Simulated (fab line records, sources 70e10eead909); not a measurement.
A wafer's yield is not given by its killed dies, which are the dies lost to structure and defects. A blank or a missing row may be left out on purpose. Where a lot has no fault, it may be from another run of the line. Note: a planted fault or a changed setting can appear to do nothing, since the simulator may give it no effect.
What tool caused it? | flow nand_harc | 42 wafers from 14 lots sampled at 5 of the route's 1302 steps

== WHAT THE GAUGES SHOWED, per wafer ==
NHARC_THIN_TSV_THK_MEAS_02: measures by ir. Usual: 2981 nm for thk_nm, sd 220.
lot  | measured     | on            | thk_nm (nm)    | flag
L317 | day 24 17:36 | film_metro-02 | 2932 3074 2876 |
L316 | day 24 01:57 | film_metro-02 | 2716 3048 2832 |
L319 | day 25 05:05 | film_metro-01 | 2797 3050 2803 |
L320 | day 25 03:53 | film_metro-02 | 3053 3078 2956 |
L322 | day 26 03:17 | film_metro-01 | 2837 2943 3054 |
L323 | day 26 04:29 | film_metro-02 | 3084 2722 2999 |
L324 | day 27 03:37 | film_metro-01 | 2825 3067 2984 |
L325 | day 28 03:11 | film_metro-01 | 3343 3296 3178 |
L331 | day 29 23:20 | film_metro-02 | 3197 2993 3369 |
L330 | day 29 17:01 | film_metro-01 | 2612 2580 2987 |
L332 | day 30 00:34 | film_metro-02 | 2917 2764 2663 |
L337 | day 32 01:28 | film_metro-01 | 3433 2804 2761 |
L338 | day 32 02:43 | film_metro-01 | 3070 3166 2893 |
L339 | day 33 03:10 | film_metro-02 | 2530 3002 2659 |

NHARC_END_SORT_01. Usual: killed_at_array 59, standard deviation 17; killed_at_other 0.9, standard deviation 1.6; killed_at_periphery 3.7, standard deviation 2.3; killed_dies 64, standard deviation 17; killed_open 3.3, standard deviation 1.8; killed_short 2.4, standard deviation 1.6.
lot  | measured     | on        | killed_at_array | killed_at_other | killed_at_periphery | killed_dies | killed_open | killed_short | flag
L330 | day 30 13:58 | prober-01 | 44 49 42        | 1 0 0           | 34 12 7             | 79 61 49    | 3 1 4       | 2 3 3        | OFF
L332 | day 30 20:25 | prober-02 | 51 66 70        | 0 1 0           | 1 26 27             | 52 93 97    | 2 2 0       | 0 2 1        | OFF

== TOOL THAT RAN EACH LOT (tool first, then ch and the chambers of the sampled wafers, then the start) ==
lot  | NHARC_P_CONTACT_CVD_23        | NHARC_THIN_TSV_DEGAS_49      | NHARC_THIN_TSV_DEGAS_53
L317 | cvd_w-01 ch 0,1, day 6 12:35  | pvd_sputter-01, day 24 21:26 | pvd_sputter-03, day 24 23:26
L316 | cvd_w-02 ch 0,1, day 6 13:08  | pvd_sputter-01, day 24 05:52 | pvd_sputter-03, day 24 07:50
L319 | cvd_w-01 ch 0,1, day 7 11:16  | pvd_sputter-03, day 25 08:55 | pvd_sputter-03, day 25 10:54
L320 | cvd_w-02 ch 0,1, day 7 22:00  | pvd_sputter-02, day 25 07:43 | pvd_sputter-02, day 25 09:44
L322 | cvd_w-02 ch 0,1, day 8 12:22  | pvd_sputter-03, day 26 07:24 | pvd_sputter-03, day 26 09:23
L323 | cvd_w-02 ch 0,1, day 8 19:07  | pvd_sputter-02, day 26 08:41 | pvd_sputter-03, day 26 10:40
L324 | cvd_w-01 ch 0,1, day 9 06:14  | pvd_sputter-03, day 27 07:43 | pvd_sputter-03, day 27 10:00
L325 | cvd_w-02 ch 1, day 9 18:31    | pvd_sputter-03, day 28 07:02 | pvd_sputter-02, day 28 09:02
L331 | cvd_w-01 ch 0,1, day 12 00:16 | pvd_sputter-03, day 30 03:13 | pvd_sputter-02, day 30 05:13
L330 | cvd_w-02 ch 0,1, day 12 02:57 | pvd_sputter-02, day 29 20:49 | pvd_sputter-01, day 29 22:47
L332 | cvd_w-02 ch 0,1, day 12 19:30 | pvd_sputter-01, day 30 04:24 | pvd_sputter-03, day 30 06:23
L337 | cvd_w-01 ch 1, day 14 18:23   | pvd_sputter-02, day 32 05:10 | pvd_sputter-01, day 32 07:31
L338 | cvd_w-01 ch 0,1, day 14 23:35 | pvd_sputter-02, day 32 06:45 | pvd_sputter-03, day 32 08:47
L339 | cvd_w-01 ch 0,1, day 15 13:55 | pvd_sputter-03, day 33 07:10 | pvd_sputter-02, day 33 09:20
- NHARC_P_CONTACT_CVD_23: deposits W, target thk 200 nm, time 557 s.
- NHARC_THIN_TSV_DEGAS_49: time 120 s.
- NHARC_THIN_TSV_DEGAS_53: time 60 s.

== WHAT THE TOOLS THEMSELVES READ (means of the sampled wafers that have a number; where no wafer has one, the mark that the record gives instead) ==
NHARC_P_CONTACT_CVD_23. Usual: heater_power_w 496 W, standard deviation 37; mfc_wf6_sccm 39.99 sccm, standard deviation 0.11; throttle_valve_pct 8.08 %, standard deviation 0.17.
lot  | tool     | heater_power_w (W) | mfc_wf6_sccm (sccm) | throttle_valve_pct (%) | flag
L317 | cvd_w-01 | 477                | 39.88               | 8.16                   |
L316 | cvd_w-02 | 511                | 40.07               | 8.02                   |
L319 | cvd_w-01 | 506                | 40.05               | 8.08                   |
L320 | cvd_w-02 | 507                | 39.95               | 8.01                   |
L322 | cvd_w-02 | 499                | 40.12               | 8.20                   |
L323 | cvd_w-02 | 521                | 40.01               | 7.92                   |
L324 | cvd_w-01 | 464                | 39.97               | 7.95                   |
L325 | cvd_w-02 | 534                | 40.01               | 7.95                   |
L331 | cvd_w-01 | 498                | 39.94               | 8.22                   |
L330 | cvd_w-02 | 506                | 40.17               | 7.97                   |
L332 | cvd_w-02 | 503                | 39.99               | 8.06                   |
L337 | cvd_w-01 | 535                | 40.03               | 8.16                   |
L338 | cvd_w-01 | 463                | 40.03               | 8.07                   |
L339 | cvd_w-01 | 470                | 39.92               | 8.20                   |

NHARC_THIN_TSV_DEGAS_49. Usual: 474 W for heater_power_w, sd 71.
lot  | tool           | heater_power_w (W) | flag
L317 | pvd_sputter-01 | 471                |
L316 | pvd_sputter-01 | 461                |
L319 | pvd_sputter-03 | 469                |
L320 | pvd_sputter-02 | 452                |
L322 | pvd_sputter-03 | 465                |
L323 | pvd_sputter-02 | 453                |
L324 | pvd_sputter-03 | 491                |
L325 | pvd_sputter-03 | 514                |
L331 | pvd_sputter-03 | 494                |
L330 | pvd_sputter-02 | 416                |
L332 | pvd_sputter-01 | 487                |
L337 | pvd_sputter-02 | 439                |
L338 | pvd_sputter-02 | 438                |
L339 | pvd_sputter-03 | 444                |

NHARC_THIN_TSV_DEGAS_53. Usual: 477 W for heater_power_w, sd 68.
lot  | tool           | heater_power_w (W) | flag
L317 | pvd_sputter-03 | 478                |
L316 | pvd_sputter-03 | 510                |
L319 | pvd_sputter-03 | 516                |
L320 | pvd_sputter-02 | 450                |
L322 | pvd_sputter-03 | 500                |
L323 | pvd_sputter-03 | 568                |
L324 | pvd_sputter-03 | 496                |
L325 | pvd_sputter-02 | 440                |
L331 | pvd_sputter-02 | 451                |
L330 | pvd_sputter-01 | 489                |
L332 | pvd_sputter-03 | 513                |
L337 | pvd_sputter-01 | 486                |
L338 | pvd_sputter-03 | 531                |
L339 | pvd_sputter-02 | 464                |

== THE ANSWER, worked out from the rows above alone ==
Rule: take the mean of a lot's wafers that have a number; if it is more than 3 standard deviations from the usual mean, the lot is off. Also off: a lot with no number at a reading for which 4 or more lots have one. Where the step has rows for the other lots, those lots are counted as sound. Order of review: gauges by route order, followed by the tools' own readings, for which a lot's mean as printed above is used. The first step at which some lot is off is used, and at that step the reading that is off furthest; a lot without a number counts as furthest.
Off, at NHARC_END_SORT_01 on killed_at_periphery: L330, L332. Neither off nor sound, because the step has no rows for them: L317, L316, L319, L320, L322, L323, L324, L325, L331, L337, L338, L339.
A tool fits if, at a process step before that reading, it ran every lot that is off, and no sound lot after the first of them. Those tools and the gauges at NHARC_END_SORT_01 are tried in the same way. One candidate fits, namely cvd_w-02 at NHARC_P_CONTACT_CVD_23. It ran no sound lot before its first lot that is off in this sample, so the start can't be narrowed down.

== WHAT HAD BEEN PUT IN BY THE SIMULATOR ==
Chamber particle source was cvd_w-02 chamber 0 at NHARC_P_CONTACT_CVD_23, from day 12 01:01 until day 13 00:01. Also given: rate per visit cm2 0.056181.
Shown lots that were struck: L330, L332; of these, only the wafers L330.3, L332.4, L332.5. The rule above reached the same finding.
